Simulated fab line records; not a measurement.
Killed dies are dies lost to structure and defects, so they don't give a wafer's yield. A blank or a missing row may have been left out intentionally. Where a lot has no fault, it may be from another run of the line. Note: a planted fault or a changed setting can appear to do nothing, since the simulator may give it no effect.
Chamber matching / flow n5_finfet / 4 sister chambers for N5_BEOL_M10_VIA_ETCH_34 on rie_diel-04
The step etches SiCOH lowk in C4F6/O2, target depth 184.5 nm, time 69.2 s. 14 wafers are shown with their chamber, then 7 later ones without.

WAFERS PAIRED WITH THEIR CHAMBERS
wafer=L783.2; chamber=3; drypump_motor_current_A (A)=5.4; showerhead_plenum_p_Torr (Torr)=2.92; rf_vpp_V (V)=655
wafer=L783.4; chamber=1; drypump_motor_current_A (A)=5.3; showerhead_plenum_p_Torr (Torr)=2.92; rf_vpp_V (V)=674
wafer=L783.6; chamber=0; drypump_motor_current_A (A)=6.0; showerhead_plenum_p_Torr (Torr)=2.80; rf_vpp_V (V)=665
wafer=L784.1; chamber=3; drypump_motor_current_A (A)=5.3; showerhead_plenum_p_Torr (Torr)=2.92; rf_vpp_V (V)=653
wafer=L784.4; chamber=0; drypump_motor_current_A (A)=6.0; showerhead_plenum_p_Torr (Torr)=2.80; rf_vpp_V (V)=667
wafer=L784.6; chamber=3; drypump_motor_current_A (A)=5.3; showerhead_plenum_p_Torr (Torr)=2.92; rf_vpp_V (V)=654
wafer=L785.1; chamber=0; drypump_motor_current_A (A)=6.0; showerhead_plenum_p_Torr (Torr)=2.79; rf_vpp_V (V)=665
wafer=L785.2; chamber=3; drypump_motor_current_A (A)=5.4; showerhead_plenum_p_Torr (Torr)=2.92; rf_vpp_V (V)=654
wafer=L785.5; chamber=0; drypump_motor_current_A (A)=6.0; showerhead_plenum_p_Torr (Torr)=2.79; rf_vpp_V (V)=667
wafer=L786.1; chamber=2; drypump_motor_current_A (A)=6.2; showerhead_plenum_p_Torr (Torr)=2.80; rf_vpp_V (V)=667
wafer=L786.3; chamber=3; drypump_motor_current_A (A)=5.4; showerhead_plenum_p_Torr (Torr)=2.92; rf_vpp_V (V)=655
wafer=L786.4; chamber=3; drypump_motor_current_A (A)=5.3; showerhead_plenum_p_Torr (Torr)=2.92; rf_vpp_V (V)=655
wafer=L790.3; chamber=0; drypump_motor_current_A (A)=6.0; showerhead_plenum_p_Torr (Torr)=2.79; rf_vpp_V (V)=664
wafer=L790.5; chamber=1; drypump_motor_current_A (A)=5.3; showerhead_plenum_p_Torr (Torr)=2.91; rf_vpp_V (V)=672

SIGNATURES (averages over the wafers above)
reading=drypump_motor_current_A; chamber 0=6.000; chamber 1=5.300; chamber 2=6.200; chamber 3=5.350; scatter within a chamber=0.0387
reading=showerhead_plenum_p_Torr; chamber 0=2.7940; chamber 1=2.9150; chamber 2=2.8000; chamber 3=2.9200; scatter within a chamber=0.00412
reading=rf_vpp_V; chamber 0=665.60; chamber 1=673.00; chamber 2=667.00; chamber 3=654.33; scatter within a chamber=1.12
Rule: a wafer lies at a distance from a chamber equal to the root of the sum of squares, over the readings, of (its reading less the chamber's mean, divided by the reading's scatter). If the next closest chamber is less than 2 further off than the closest, the wafer can't be placed; otherwise it belongs to the closest. The scatter: the root of (the sum of the squares of (reading less its chamber's mean) over the shown wafers, divided by (wafers less chambers)).

WAFERS WITHOUT THEIR CHAMBER
wafer=L790.6; drypump_motor_current_A (A)=6.0; showerhead_plenum_p_Torr (Torr)=2.79; rf_vpp_V (V)=665
wafer=L802.1; drypump_motor_current_A (A)=6.2; showerhead_plenum_p_Torr (Torr)=2.79; rf_vpp_V (V)=666
wafer=L802.2; drypump_motor_current_A (A)=5.3; showerhead_plenum_p_Torr (Torr)=2.90; rf_vpp_V (V)=669
wafer=L802.6; drypump_motor_current_A (A)=6.0; showerhead_plenum_p_Torr (Torr)=2.77; rf_vpp_V (V)=664
wafer=L803.1; drypump_motor_current_A (A)=5.4; showerhead_plenum_p_Torr (Torr)=2.90; rf_vpp_V (V)=653
wafer=L803.4; drypump_motor_current_A (A)=5.3; showerhead_plenum_p_Torr (Torr)=2.90; rf_vpp_V (V)=672
wafer=L803.6; drypump_motor_current_A (A)=6.0; showerhead_plenum_p_Torr (Torr)=2.77; rf_vpp_V (V)=664

THE CHAMBER EACH PASSED THROUGH
wafer=L790.6; from the rows above=0; in truth=0
wafer=L802.1; from the rows above=2; in truth=2
wafer=L802.2; from the rows above=1; in truth=1
wafer=L802.6; from the rows above=0; in truth=0
wafer=L803.1; from the rows above=3; in truth=3
wafer=L803.4; from the rows above=1; in truth=1
wafer=L803.6; from the rows above=0; in truth=0
Correct placement for 7 of the 7. Number that these rows cannot place: 0. Number placed wrongly: 0.
